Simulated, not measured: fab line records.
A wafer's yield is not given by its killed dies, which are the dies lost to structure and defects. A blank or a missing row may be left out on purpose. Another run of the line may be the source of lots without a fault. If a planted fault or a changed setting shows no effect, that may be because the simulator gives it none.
Which tool did it?    flow n5Finfet    21 lots, 63 wafers sampled, at 2 steps of a route of 1938

WHAT THE GAUGES SHOWED, per wafer
N5_BEOL_M15_OVL_MEAS_29.
lot   measured      on          M15_OVL (nm)
L074  day 11 02:07  overlay-02  -11 -3 -4
L076  day 11 04:45  overlay-01  -3 -4 -1
L077  day 12 06:25  overlay-02  -5 -3 -10
L078  day 12 13:18  overlay-02  -7 -5 0
L079  day 12 12:50  overlay-02  -2 -1 -1
L081  day 12 18:20  overlay-02  -8 -3 4
L080  day 13 09:09  overlay-02  -2 -8 -8
L083  day 13 15:34  overlay-02  -5 -3 0
L084  day 14 02:07  overlay-02  -2 0 1
L086  day 14 05:13  overlay-01  -2 -2 3
L088  day 14 15:02  overlay-01  8 2 9
L085  day 14 22:15  overlay-02  5 -1 1
L089  day 15 07:32  overlay-02  2 1 -5
L091  day 15 16:08  overlay-01  1 -3 -2
L093  day 16 07:01  overlay-02  -4 -3 -5
L090  day 16 07:39  overlay-02  -15 -2 -11
L092  day 16 15:02  overlay-02  -3 -8 -2
L094  day 16 21:37  overlay-02  5 -3 1
L095  day 17 03:17  overlay-02  0 2 -4
L096  day 17 07:52  overlay-02  -4 8 4
L097  day 17 15:32  overlay-01  -7 -9 -9

WHAT TOOL EACH LOT RAN ON (gives the tool, then ch and the chambers of the sampled wafers, and finally the start)
lot   N5_BEOL_M14_ETCH_67
L074  rieDiel-02 ch 0,1,2, day 10 19:44
L076  rieDiel-05 ch 1,2,3, day 10 23:19
L077  rieDiel-02 ch 0,1,3, day 11 22:58
L078  rieDiel-04 ch 0,1,2, day 12 06:45
L079  rieDiel-05 ch 1,2,3, day 12 07:18
L081  rieDiel-04 ch 0,1, day 12 11:17
L080  rieDiel-02 ch 1,2,3, day 13 02:04
L083  rieDiel-02 ch 0,1,2, day 13 09:23
L084  rieDiel-02 ch 1,2, day 13 17:33
L086  rieDiel-04 ch 0,2, day 13 20:43
L088  rieDiel-02 ch 1,2,3, day 14 06:25
L085  rieDiel-04 ch 0,1,2, day 14 14:10
L089  rieDiel-02 ch 0,1,3, day 14 22:58
L091  rieDiel-05 ch 1,3, day 15 10:49
L093  rieDiel-05 ch 0,3, day 15 23:04
L090  rieDiel-02 ch 2,3, day 16 00:20
L092  rieDiel-05 ch 0,2, day 16 06:43
L094  rieDiel-04 ch 0,1,3, day 16 17:12
L095  rieDiel-04 ch 1,2, day 16 21:44
L096  rieDiel-04 ch 2,3, day 17 02:06
L097  rieDiel-04 ch 0,2,3, day 17 06:58
- N5_BEOL_M14_ETCH_67: etches SiARC in CF4, target depth 143 nm, time 238.3 s.

AS READ BY THE TOOLS THEMSELVES (means over the sampled wafers that have a number; for cases with no such wafer, the mark the record gives instead)
N5_BEOL_M14_ETCH_67.
lot   tool        biasW (W)  drypumpMotorCurrentA (A)  etchRfOnTimeS (s)  oesProductAu (a.u.)  rfFwdPowerW (W)  rfVppV (V)  showerheadPlenumPTorr (Torr)  throttleValvePct (%)
L074  rieDiel-02  36.03      5.9                       242                0.71                 543.9            182.9       2.10                          15.36
L076  rieDiel-05  35.92      5.7                       243                0.66                 544.5            183.3       2.10                          15.70
L077  rieDiel-02  36.08      6.2                       249                0.62                 543.7            183.3       2.10                          15.39
L078  rieDiel-04  35.98      5.5                       241                0.70                 544.4            184.7       2.19                          15.53
L079  rieDiel-05  35.99      5.7                       239                0.65                 543.4            183.0       2.09                          15.72
L081  rieDiel-04  36.06      5.6                       241                0.65                 544.6            184.8       2.24                          15.63
L080  rieDiel-02  36.09      6.0                       249                0.67                 543.0            183.6       2.12                          15.34
L083  rieDiel-02  35.83      5.9                       243                0.76                 543.9            184.7       2.18                          15.23
L084  rieDiel-02  36.06      5.7                       245                0.73                 542.4            184.1       2.12                          15.37
L086  rieDiel-04  36.11      5.5                       241                0.71                 542.2            184.6       2.20                          15.63
L088  rieDiel-02  36.08      6.0                       250                0.74                 544.3            183.9       2.12                          15.21
L085  rieDiel-04  35.84      5.5                       240                0.76                 544.2            184.8       2.18                          15.41
L089  rieDiel-02  36.07      6.2                       243                0.75                 542.4            184.8       2.18                          15.11
L091  rieDiel-05  36.16      5.7                       233                0.69                 543.6            184.0       2.14                          15.82
L093  rieDiel-05  36.05      5.2                       223                0.73                 546.7            183.5       2.15                          15.43
L090  rieDiel-02  35.92      5.9                       248                0.73                 542.0            183.7       2.09                          15.32
L092  rieDiel-05  36.05      5.2                       234                0.68                 543.4            183.4       2.10                          15.37
L094  rieDiel-04  35.97      5.7                       242                0.71                 544.0            184.1       2.18                          15.39
L095  rieDiel-04  36.01      5.4                       247                0.74                 543.8            183.4       2.11                          15.37
L096  rieDiel-04  35.95      5.5                       249                0.71                 542.2            183.1       2.08                          15.46
L097  rieDiel-04  36.04      5.6                       247                0.69                 543.2            183.6       2.14                          15.55

THE ANSWER, worked out from the rows above alone
Rule: the lots themselves supply what counts as usual. Put in order of their means at a reading, lots are off if they are a third of the lots or fewer, leave a main group of 4 or more, and stand apart from it by a gap of 3 or more times the standard deviation of the main group's means; of several such gaps the widest counts. Not used: any main group whose means are identical at the precision the tables above print for the reading. A lot without any number at a reading at which 4 lots or more have one is off too. Where the step has rows for the other lots, those lots are counted as sound. First the gauges in route order, then the tools' own readings, where a lot's mean is used as printed above. The first step at which some lot is off is used, and at that step the reading that is off furthest; a lot without a number counts as furthest.
None of the lots is off at any reading shown; this tells nothing.

WHAT THE SIMULATOR HAD INSERTED
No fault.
